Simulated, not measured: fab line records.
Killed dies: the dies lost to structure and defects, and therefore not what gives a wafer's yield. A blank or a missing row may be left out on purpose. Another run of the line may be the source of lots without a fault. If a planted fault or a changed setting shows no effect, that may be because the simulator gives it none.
Which tool was responsible? :: flow nand_harc :: 21 wafers from 7 lots sampled at 3 of the route's 1302 steps

== WHAT THE GAUGES READ, wafer by wafer ==
NHARC_A_M1_CD_MEAS_16.
lot: L298
measured: day 24 10:49
on: cd_sem-02
cd_nm (nm): 119.5 120.1 119.2

lot: L299
measured: day 24 15:31
on: cd_sem-01
cd_nm (nm): 119.2 119.2 119.5

lot: L302
measured: day 25 17:08
on: cd_sem-02
cd_nm (nm): 120.2 120.4 119.1

lot: L304
measured: day 26 10:24
on: cd_sem-03
cd_nm (nm): 118.7 119.3 119.3

lot: L307
measured: day 28 02:13
on: cd_sem-02
cd_nm (nm): - - -

lot: L310
measured: day 28 18:07
on: cd_sem-02
cd_nm (nm): - - -

lot: L316
measured: day 31 21:50
on: cd_sem-02
cd_nm (nm): 119.1 119.2 119.7

== TOOL THAT RAN EACH LOT (tool first, then ch and the chambers of the sampled wafers, then the start) ==
lot: L298
NHARC_A_M0_PRE_CLEAN_29: pvd_sputter-02, day 24 08:50 or earlier
NHARC_A_M1_DEVELOP_08: litho_track-01 ch 0, day 24 10:00

lot: L299
NHARC_A_M0_PRE_CLEAN_29: pvd_sputter-01, day 24 13:37 or earlier
NHARC_A_M1_DEVELOP_08: litho_track-06 ch 0, day 24 14:00

lot: L302
NHARC_A_M0_PRE_CLEAN_29: pvd_sputter-03, day 25 15:12 or earlier
NHARC_A_M1_DEVELOP_08: litho_track-04 ch 0, day 25 16:00

lot: L304
NHARC_A_M0_PRE_CLEAN_29: pvd_sputter-02, day 26 08:31 or earlier
NHARC_A_M1_DEVELOP_08: litho_track-06 ch 0, day 26 09:00

lot: L307
NHARC_A_M0_PRE_CLEAN_29: pvd_sputter-01, day 28 00:20 or earlier
NHARC_A_M1_DEVELOP_08: litho_track-06, day 28 01:00

lot: L310
NHARC_A_M0_PRE_CLEAN_29: pvd_sputter-02, day 28 16:14 or earlier
NHARC_A_M1_DEVELOP_08: litho_track-06, day 28 17:00

lot: L316
NHARC_A_M0_PRE_CLEAN_29: pvd_sputter-03, day 31 19:30 or earlier
NHARC_A_M1_DEVELOP_08: litho_track-06 ch 0, day 31 21:00
- NHARC_A_M0_PRE_CLEAN_29: time 30 s.
- NHARC_A_M1_DEVELOP_08: develop time 35 s.

== THE ANSWER, worked out from the rows above alone ==
Rule: what is usual is taken from the lots themselves. Put in order of their means at a reading, lots are off if they are a third of the lots or fewer, leave a main group of 4 or more, and stand apart from it by a gap of 3 or more times the standard deviation of the main group's means; of several such gaps the widest counts. A main group whose means are all the same, to the digits that the tables above print for the reading, isn't used. A lot without any number at a reading at which 4 lots or more have one is off too. The other lots that the step has rows for count as sound.
Off at NHARC_A_M1_CD_MEAS_16 (cd_nm): L307, L310. Without a number there: L307, L310. Main group: mean 119.4 nm, sd 0.28.
If a tool, at a process step before that reading, ran all the lots that are off and no sound lot after the first of them, it fits. The gauges at NHARC_A_M1_CD_MEAS_16 are tried like those tools. NHARC_A_M0_PRE_CLEAN_29: start missing for some lots; hours and lot order therefore follow NHARC_A_M0_INSPECT_27. Of those tried, none fits.

== WHAT THE SIMULATOR PUT IN ==
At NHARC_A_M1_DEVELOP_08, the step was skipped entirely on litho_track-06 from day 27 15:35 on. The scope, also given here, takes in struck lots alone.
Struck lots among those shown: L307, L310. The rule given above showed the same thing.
